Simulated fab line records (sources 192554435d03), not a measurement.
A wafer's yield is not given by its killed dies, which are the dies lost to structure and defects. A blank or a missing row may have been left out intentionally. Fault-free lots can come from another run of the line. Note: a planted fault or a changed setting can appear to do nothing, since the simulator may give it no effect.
Split-lot study | flow n5Finfet | 7 lots, 21 wafers read, on a route of 1938 steps

== SPLIT DETAILS ==
At N5_PASSIVATION_ETCH_54 (etches SiO2 in CHF3/O2, target depth 880 nm, time 440 s), the setting sourceW was moved away from the recipe's 650 W on 8 of the 21 wafers read, by -17.3% to +15.5%. The other wafers ran this setting at the recipe's value.

The reading comes from the split's own step.

== THE READING ==
rfVppV, in V, at N5_PASSIVATION_ETCH_54 (etches SiO2 in CHF3/O2, target depth 880 nm, time 440 s). Fault-free wafers of this fab line usually give 533 V, standard deviation 20 V.

wafer  | tool, chamber at the split | sourceW as run, W | against the recipe | rfVppV, V | against lot-mates on the recipe
L079.1 | rieDiel-01, 3              | 650               | recipe             | 561       | -
L079.3 | rieDiel-01, 0              | 650               | recipe             | 564       | -
L079.5 | rieDiel-01, 1              | 686.6             | +5.6%              | 502       | -60
L080.2 | rieDiel-05, 2              | 733.2             | +12.8%             | 486       | -37
L080.4 | rieDiel-05, 2              | 733.2             | +12.8%             | 486       | -37
L080.5 | rieDiel-05, 1              | 650               | recipe             | 523       | -
L084.2 | rieDiel-05, 3              | 650               | recipe             | 515       | -
L084.3 | rieDiel-05, 1              | 557.7             | -14.2%             | 563       | +48
L084.4 | rieDiel-05, 2              | 650               | recipe             | 515       | -
L089.2 | rieDiel-04, 3              | 650               | recipe             | 513       | -
L089.3 | rieDiel-04, 1              | 650               | recipe             | 525       | -
L089.6 | rieDiel-04, 1              | 650               | recipe             | 524       | -
L091.3 | rieDiel-04, 1              | 650               | recipe             | 524       | -
L091.5 | rieDiel-04, 0              | 746.8             | +14.9%             | 502       | -17
L091.6 | rieDiel-04, 3              | 650               | recipe             | 514       | -
L097.2 | rieDiel-04, 0              | 650               | recipe             | 535       | -
L097.4 | rieDiel-04, 3              | 750.7             | +15.5%             | 478       | -57
L097.6 | rieDiel-04, 3              | 750.7             | +15.5%             | 478       | -57
L096.1 | rieDiel-05, 3              | 537.3             | -17.3%             | 564       | +46
L096.4 | rieDiel-05, 0              | 650               | recipe             | 519       | -
L096.5 | rieDiel-05, 0              | 650               | recipe             | 518       | -

THE FIT
A straight line over all 21 wafers: rfVppV changes by -2.66 V for each +1% of sourceW; r = -0.85; the points scatter about the line by 14 V.
The same after taking each lot's own level away (the mean of its wafers on the recipe; 21 wafers): -3.01 V for each +1%; r = -0.90; scatter 13 V.
The reading moves by 52 V for the largest change in sourceW, on that fit.
Across the lots, their own levels run from 515.0 to 562.5 V, a range of 2.4 times the standard deviation given above.
So the slope is not independent of the lot-to-lot level: the two fits are not the same.
Check: +52.7 V against its lot-mates is what the line predicts for one of the wafers moved furthest among these (-17.3%) when that wafer is left out of the fit. It came out at +45.5 V against them.
Tool readings at the split's step, against how far the setting was moved: rfVppV r = -0.85.

== ADDITIONAL SPLITS CARRIED BY THESE WAFERS ==
Before the reading, these wafers also passed through other splits. Each is held against what the fit with the lots' levels taken away leaves over:
other split on the same wafers       | wafers away from the commonest value | r with rfVppV (lot level and that fit taken away)
N5_BEOL_M6_EXPOSE_25 doseMj          | 7                                    | +0.21
N5_BEOL_M6_ETCH_66 biasW             | 9                                    | +0.33
N5_BEOL_M9_ILD_DEP_00 timeS          | 7                                    | -0.01
N5_BEOL_M9_DEP_56 timeS              | 8                                    | +0.21
N5_BEOL_M11_COAT_60 spinRpm          | 4                                    | -0.02
N5_BEOL_M12_COAT_65 spinRpm          | 8                                    | -0.37
N5_BEOL_M13_ETCH_68 timeS            | 6                                    | +0.09
N5_BEOL_M15_SPUTTER_43 powerW        | 11                                   | -0.03
N5_PASSIVATION_SPUTTER_20 targetThkA | 6                                    | -0.16

== THE WHOLE CHAIN: every reading that the file lists as answering this split, in the file's order ==
step                   | what it does                                            | reading                                                                     | change (the file's fit)              | r (the file's)
N5_PASSIVATION_ETCH_54 | etches SiO2 in CHF3/O2, target depth 880 nm, time 440 s | rfVppV                                                                      | -2.98 V for each +1% of the setting  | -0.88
N5_PASSIVATION_ETCH_54 | etches SiO2 in CHF3/O2, target depth 880 nm, time 440 s | etch.depthNm (the simulator's own value, which no gauge read)               | +4.37 nm for each +1% of the setting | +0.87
N5_PASSIVATION_ETCH_54 | etches SiO2 in CHF3/O2, target depth 880 nm, time 440 s | PASSIVATION.featureDepthNm (the simulator's own value, which no gauge read) | +4.37 nm for each +1% of the setting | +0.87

== FILE'S OWN FIT ==
rfVppV changes by -2.98 V for each +1% of sourceW, r = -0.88.
